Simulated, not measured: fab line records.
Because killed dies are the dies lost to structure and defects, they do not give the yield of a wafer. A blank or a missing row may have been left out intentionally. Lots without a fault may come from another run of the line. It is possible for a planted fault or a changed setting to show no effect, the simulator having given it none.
fab line records	flow n5_finfet
record: lots: 5	wafers: 13	last_day: 17
route steps=1938 shown BEOL_M9@1461 BEOL_M10@1470 PASSIVATION@1936
lots that met no fault: from a run of the same line without faults
start_h: hours from the record's first day to the start of the lot's first wafer shown	wait_h: time in hours since the lot's previous step	" repeats the value in the row above	L1.1+2: a row that stands for several wafers	- either no value or no given start	* or withheld: withheld	< > ~ a bound
route shown NAME@n: NAME is a module with steps in the file, n the number in the route of the first one	usual: mean/standard deviation taken from wafers without a fault	same: alike in all rows	chamber/n: place in a boat	sites: each site's reading	_std_site: standard deviation across them	_edge_site: mean of outer sites minus mean of inner sites	radius_mm: how far each site lies from the wafer's centre	mask NAME#n: copy n	behind: the last tool/chamber to shape the wafer	hold: cause of the lot's hold/its duration in hours/its outcome	device: whichever transistor did not switch (one of n, p or np)	end of line: at the end of the route, the tests of the same wafers	a step given without rows: its recipe and nothing more	killed: at the first sort, the dies lost to defects and structure; wafer yield is something else	map: dies across one wafer; x = killed, . = not, _ = none there
set.NAME: the setting the step ran with; set.NAME@STEP: the setting that earlier step ran with	model.NAME: the simulator's own value behind a step, which no gauge read
lots at some steps of the route; a table a step, a row a wafer
services: a tool's chamber out of use, with start hour (start_h, from the record's first day; less than 0 if before it), hours out, and reason
== steps ==
step: N5_BEOL_M9_SPUTTER_48
recipe: material: Cu	target_thk_a: 120	temp_c: -20	bias_v: 60	power_w: 26000	chamber_pressure_pa: 0.13	time_s: 2
step: N5_BEOL_M9_ECD_50
recipe: material: Cu	target_thk_a: 3180
step: N5_BEOL_M9_ANNEAL_51
recipe: temp_c: 225	time_s: 90	ambient: N2
step: N5_BEOL_M9_CMP_52
recipe: stop_on: SiCOH_lowk	t_overpolish_s: 7	down_force_psi: 1	platen_rpm: 50	clearing_platen_down_force_psi: 1.5	clearing_platen_rpm: 50	post_cmp_clean: cu_alkaline	target_thk_nm: 140	clearing_platen_pad_velocity_m_s: 0.99484	pad_velocity_m_s: 0.99484
step: N5_BEOL_M9_PRE_CLEAN_55
recipe: gas: NH3	time_s: 15	temp_c: withheld	rf_power_w: 300
step: N5_BEOL_M9_DEP_56
recipe: material: SiCN	target_thk_a: 150	temp_c: withheld	precursor: 3MS/NH3	pressure_torr: 3	rf_w: 202	time_s: 26.5
step: N5_BEOL_M10_ILD_DEP_00
recipe: material: SiCOH_lowk	target_thk_a: 3085.1	temp_c: 300	precursor: DEMS/porogen	pressure_torr: 5	rf_w: 500	time_s: 58
step: N5_BEOL_M10_CURE_71
recipe: temp_c: 385	time_s: 240	ambient: He/Ar	material: SiCOH_lowk
step: N5_BEOL_M10_PECVD_70
recipe: material: SiO2	target_thk_a: 200	temp_c: 400	precursor: TEOS/O2	pressure_torr: 5.5	rf_w: 450	teos_flow_sccm: 53.8	gas: O2	flow_sccm: 3000	time_s: 22.7
usual: heater_power_w: 710/64	showerhead_plenum_p_Torr: 8.75/0.089	showerhead_vpp_V: 1302/62	throttle_valve_pct: 22.2/0.63
lot.wafer	tool	chamber	start_h	wait_h	heater_power_w	showerhead_plenum_p_Torr	showerhead_vpp_V	throttle_valve_pct	model.SiO2_of_BEOL_M10_PECVD_70.thk_nm
L910.1	pecvd-04	0	276.82	0.0	709	8.77	1285	23.4	20
L910.2	"	2	"	"	752	8.84	1289	21.2	19.8
L910.6	"	2	"	"	757	8.83	1280	21.5	20.4
L913.2	pecvd-04	1	295.63	0.0	774	8.84	1264	21.8	19
L913.3	"	2	"	"	758	8.83	1273	21.3	20
L913.5	"	2	"	"	743	8.86	1270	21.4	20.2
L916.1	pecvd-04	2	319.04	0.0	675	8.83	1272	21.1	19
L916.6	"	0	"	"	731	8.73	1299	23.1	20.2
L918.1	pecvd-04	2	327.13	0.0	769	8.84	1290	21.4	19
L918.6	"	1	"	"	660	8.83	1263	21.8	20.4
L922.2	pecvd-02	1	343.23	0.0	778	8.63	1366	22.0	19.6
L922.3	"	0	"	"	732	8.87	1334	22.0	20.2
L922.5	"	0	"	"	715	8.88	1360	22.1	20.6
step: N5_BEOL_M10_HM_DEP_02
recipe: material: TiN	target_thk_a: 200	temp_c: 25	chamber_pressure_pa: 0.49996
step: N5_BEOL_M10_COAT_59
recipe: resist: SOC	temp_c: 250	time_s: 60	spin_rpm: 1500	resist_thk_nm: 100
step: N5_BEOL_M10_COAT_60
recipe: resist: SiARC	temp_c: 220	time_s: 60	spin_rpm: 1500	resist_thk_nm: 30
step: N5_BEOL_M10_COAT_05
recipe: resist: CAR-ArF	spin_rpm: 1500	resist_thk_nm: 90
step: N5_BEOL_M10_EBR_07
recipe: solvent: PGMEA	ebr_width_mm: 1.5
step: N5_BEOL_M10_SOFTBAKE_06
recipe: temp_c: 110	time_s: 60	resist: CAR-ArF
step: N5_BEOL_M10_EXPOSE_08
recipe: mask_id: M10	na: 1.35	source_shape: dipole	sigma_inner: 0.411	sigma_outer: 0.611	polarization: te	dose_mj: 53.75
step: N5_BEOL_M10_PEB_09
recipe: peb_temp_c: withheld	peb_time_s: 60	resist: CAR-ArF
step: N5_BEOL_M10_DEVELOP_10
recipe: develop_time_s: 30	developer: TMAH	resist: CAR-ArF	rinse_liquid: diw	dry: air_spin	dev_temp_c: 23
step: N5_BEOL_M10_DESCUM_16
recipe: chemistry: O2	time_s: 7.9	source_power_w: 50	bias_power_w: 20	pressure_mtorr: 20	rf_frequency_hz: 2.712e+07	temp_c: 40	resist: CAR-ArF	o2_flow_sccm: 225
step: N5_BEOL_M10_ETCH_61
recipe: chemistry: CF4	target: SiARC	target_depth_a: 390	mask_material: CAR-ArF	time_s: 65	ion_energy_ev: 80	pressure_mtorr: 40	source_w: 545	bias_w: 36	Ar_flow_sccm: 100	cf4_flow_sccm: 100	ends: cleared
step: N5_BEOL_M10_ETCH_62
recipe: chemistry: N2/H2	target: SOC	target_depth_a: 1100	overetch_a: 220	mask_material: SiARC	temp_c: 40	time_s: 165	ion_energy_ev: 200	pressure_mtorr: 30	source_w: 840	bias_w: 150	n2_flow_sccm: 200	h2_flow_sccm: 200
step: N5_BEOL_M10_STRIP_68
recipe: chemistry: N2/H2	temp_c: 40	n2_flow_sccm: 200	h2_flow_sccm: 200	rf_frequency_hz: 6e+07
step: N5_BEOL_M10_STRIP_67
recipe: chemistry: CF4	resist: SiARC	power_w: 300	bias_power_w: 75	pressure_mtorr: 50	cf4_flow_sccm: 150	rf_frequency_hz: 6e+07
step: N5_BEOL_M10_HM_OPEN_17
recipe: chemistry: Cl2/BCl3	target_depth_a: 200	overetch_a: 60	target: TiN	mask_material: SOC	ion_energy_ev: 150	pressure_mtorr: 10	icp_w: 1000	bias_w: 126	Cl2_flow_sccm: 53.25	bcl3_flow_sccm: 21.75	Ar_flow_sccm: 25
step: N5_BEOL_M10_STRIP_19
recipe: chemistry: O2	power_w: 400	temp_c: 40	pressure_mtorr: 30	rf_frequency_hz: 6e+07	bias_power_w: 0	overash_fraction: 0.2	o2_flow_sccm: 225
step: N5_BEOL_M10_COAT_63
recipe: resist: SOC	temp_c: 250	time_s: 60	spin_rpm: 1500	resist_thk_nm: 100
step: N5_BEOL_M10_COAT_64
recipe: resist: SiARC	temp_c: 220	time_s: 60	spin_rpm: 1500	resist_thk_nm: 30
step: N5_BEOL_M10_COAT_22
recipe: resist: CAR-ArF	spin_rpm: 1500	resist_thk_nm: 90
step: N5_BEOL_M10_EBR_24
recipe: solvent: PGMEA	ebr_width_mm: 1.5
step: N5_BEOL_M10_SOFTBAKE_23
recipe: temp_c: 110	time_s: 60	resist: CAR-ArF
step: N5_BEOL_M10_EXPOSE_25
recipe: mask_id: V9	na: 1.35	source_shape: annular	sigma_inner: 0.5	sigma_outer: 0.8	polarization: unpolarized	dose_mj: 85.5
step: N5_BEOL_M10_PEB_26
recipe: peb_temp_c: withheld	peb_time_s: 60	resist: CAR-ArF
step: N5_BEOL_M10_DEVELOP_27
recipe: develop_time_s: 30	developer: TMAH	resist: CAR-ArF	rinse_liquid: diw	dry: air_spin	dev_temp_c: 23
step: N5_BEOL_M10_HM_STRIP_39
recipe: chemistry: peroxide_tin_strip	material: TiN	target_depth_a: 250	temp_c: 50	time_s: 158
lot.wafer	tool	chamber	start_h	wait_h	model.SiO2_of_BEOL_M10_PECVD_70.thk_nm
L910.1+2	wet_bench-06	6,7	281.56	0.0	19.8
L910.6	"	4	"	"	20.4
L913.2	wet_bench-02	3	298.86	0.0	19
L913.3	"	7	"	"	19.8
L913.5	"	6	"	"	20
L916.1	wet_bench-02	4	324.99	0.0	19
L916.6	"	7	"	"	20.2
L918.1	wet_bench-04	5	330.96	0.0	18.8
L918.6	"	1	"	"	20.2
L922.2	wet_bench-06	6	351.61	0.0	19.4
L922.3	"	5	"	"	20
L922.5	"	3	"	"	20.6
step: N5_PASSIVATION_PROBE_49
usual: defect_limited_yield: 91.1/1.4	killed_at_M0_to_M3: 32/9.4	killed_at_M4_up: 14/5.1	killed_at_contacts: 11/5.5	killed_at_front_end: 44/13	killed_at_other: 4/3.2	killed_dies: 104/16	killed_on_rim: 13/4.1	killed_open: 70/12	killed_short: 33/7.8	sort_bin_5_function: 5.1/0.91	sort_bin_6_memory: 3.4/0.63	sort_bin_8_speed: 0.00/0.014	sort_n_pass: 1075/16
same: gross_dies: 1180	killed_at_back_side: 0	sort_bin_4_leakage[%]: 0
lot.wafer	tool	chamber	start_h	wait_h	defect_limited_yield[%]	killed_at_M0_to_M3	killed_at_M4_up	killed_at_contacts	killed_at_front_end	killed_at_other	killed_dies	killed_on_rim	killed_open	killed_short	sort_bin_5_function[%]	sort_bin_6_memory[%]	sort_bin_8_speed[%]	sort_n_pass
L910.1	prober-02	-	331.72	0.0	91.5	41	5	3	41	10	100	16	69	31	4.9	3.2	0	1080
L910.2	prober-02	-	331.77	0.1	91.5	35	8	5	48	4	100	16	81	19	5.3	2.9	0	1080
L910.6	prober-02	-	331.97	0.3	92.2	33	14	5	37	3	92	16	62	29	3.7	3.6	0	1088
L913.2	prober-02	-	351.23	0.1	90.6	24	21	17	43	6	111	19	84	25	5.7	3.5	0	1069
L913.3	prober-02	-	351.28	0.1	91.0	25	9	21	49	2	106	14	76	28	5.1	3.7	0	1074
L913.5	prober-02	-	351.38	0.2	90.2	41	13	13	47	2	116	20	72	41	6.3	3.1	0	1064
L916.1	prober-02	-	380.88	0.0	91.0	36	19	10	39	2	106	11	66	38	6.2	2.5	0	1074
L916.6	prober-02	-	381.13	0.3	90.9	31	18	9	40	9	107	6	69	36	5.8	3.0	0	1073
L918.1	prober-01	-	384.23	0.0	88.2	38	24	2	69	6	139	20	94	43	6.5	4.7	0	1041
L918.6	prober-01	-	384.48	0.3	90.6	32	17	8	49	5	111	10	81	28	4.9	4.2	0	1069
killed by level:class
L910.1 BEOL_M3:geometric_particle:open=15 FIN_SAQP:geometric_particle:short=11 DUMMY_GATE:geometric_particle:open=9 BEOL_M2:geometric_particle:open=9 FIN_SAQP:geometric_particle:open=6 BEOL_M1:geometric_particle:open=5 BEOL_M4:geometric_particle:open=5 BEOL_M0_SAQP:geometric_particle:open=4
L910.2 BEOL_M1:geometric_particle:open=16 STI_FIN_REVEAL:geometric_particle:open=13 FIN_SAQP:geometric_particle:open=12 BEOL_M3:geometric_particle:open=8 FIN_SAQP:geometric_particle:short=5 GATE_CUT:geometric_particle:open=5 STARTING-WAFER:geometric_particle:open=5 MOL_CONTACT_COAG:geometric_particle:open=4
L910.6 STI_FIN_REVEAL:geometric_particle:open=12 BEOL_M0_SAQP:geometric_particle:short=9 FIN_SAQP:geometric_particle:open=7 FIN_SAQP:geometric_particle:short=6 BEOL_M1:geometric_particle:open=5 BEOL_M3:geometric_particle:open=5 BEOL_M5:geometric_particle:open=5 BEOL_M0:geometric_particle:open=4
L913.2 MOL_CONTACT_COAG:geometric_particle:open=14 FIN_SAQP:geometric_particle:open=13 STI_FIN_REVEAL:geometric_particle:open=7 BEOL_M2:geometric_particle:open=7 BEOL_M5:geometric_particle:open=7 FIN_SAQP:geometric_particle:short=6 GATE_CUT:geometric_particle:open=5 DUMMY_GATE:geometric_particle:open=5
L913.3 MOL_CONTACT_COAG:geometric_particle:open=15 STI_FIN_REVEAL:geometric_particle:open=13 FIN_SAQP:geometric_particle:open=7 BEOL_M1:geometric_particle:open=7 MOL_CONTACT_COAG:geometric_particle:short=6 BEOL_M2:geometric_particle:open=6 FIN_SAQP:geometric_particle:short=5 STARTING-WAFER:geometric_particle:open=5
L913.5 STI_FIN_REVEAL:geometric_particle:open=15 MOL_CONTACT_COAG:geometric_particle:open=10 FIN_SAQP:geometric_particle:short=9 BEOL_M0_SAQP:geometric_particle:short=9 GATE_CUT:geometric_particle:short=8 BEOL_M0_SAQP:geometric_particle:open=8 BEOL_M3:geometric_particle:open=8 BEOL_M4:geometric_particle:open=6
L916.1 FIN_SAQP:geometric_particle:short=10 BEOL_M0_SAQP:geometric_particle:short=9 BEOL_M1:geometric_particle:open=9 BEOL_M0_SAQP:geometric_particle:open=8 BEOL_M5:geometric_particle:open=8 MOL_CONTACT_COAG:geometric_particle:open=7 FIN_SAQP:geometric_particle:open=6 GATE_CUT:geometric_particle:short=4
L916.6 BEOL_M3:geometric_particle:open=10 MOL_CONTACT_COAG:geometric_particle:open=9 BEOL_M4:geometric_particle:open=9 GATE_CUT:geometric_particle:open=8 GATE_CUT:geometric_particle:short=7 MIM_TOP:geometric_particle:short=7 BEOL_M0_SAQP:geometric_particle:open=6 BEOL_M0:geometric_particle:open=5
L918.1 STI_FIN_REVEAL:geometric_particle:open=20 FIN_SAQP:geometric_particle:short=16 FIN_SAQP:geometric_particle:open=13 BEOL_M3:geometric_particle:open=8 BEOL_M0_SAQP:geometric_particle:short=8 BEOL_M4:geometric_particle:open=7 BEOL_M0_SAQP:geometric_particle:open=6 GATE_CUT:geometric_particle:open=5
L918.6 STI_FIN_REVEAL:geometric_particle:open=21 BEOL_M4:geometric_particle:open=8 BEOL_M3:geometric_particle:open=8 MOL_CONTACT_COAG:geometric_particle:open=6 STARTING-WAFER:geometric_particle:open=6 FIN_SAQP:geometric_particle:open=5 FIN_SAQP:geometric_particle:short=5 BEOL_M0_SAQP:geometric_particle:open=5
== services ==
tool	chamber	start_h	hours	kind
pecvd-04	1	299.41	5.5	scheduled_down
pecvd-02	1	320.43	10.2	repair
pecvd-04	0	332.70	8.3	repair
pecvd-02	2	338.73	2.1	scheduled_down
pecvd-04	2	343.72	2.1	scheduled_down
pecvd-04	-	346.23	6.0	pm
== key ==
first_sign none at tools or gauges
model_effect: step: N5_BEOL_M10_PECVD_70	value: SiO2_of_BEOL_M10_PECVD_70.thk_nm	without: 19.93	struck: 19
model_effect: step: N5_BEOL_M10_HM_STRIP_39	value: SiO2_of_BEOL_M10_PECVD_70.thk_nm	without: 19.87	struck: 18.93
met_at N5_BEOL_M10_PECVD_70
struck_wafers L913.2,L916.1,L918.1
onset_between 276.82 295.63
fault: kind: process_parameter_drift	tool: pecvd-04	chamber: -	onset_h: 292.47	steps: N5_BEOL_M10_PECVD_70	channel: time_s	offset: *	shape: step	end_h: 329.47	scope: struck_wafers_only	acts_in: *	stated: *
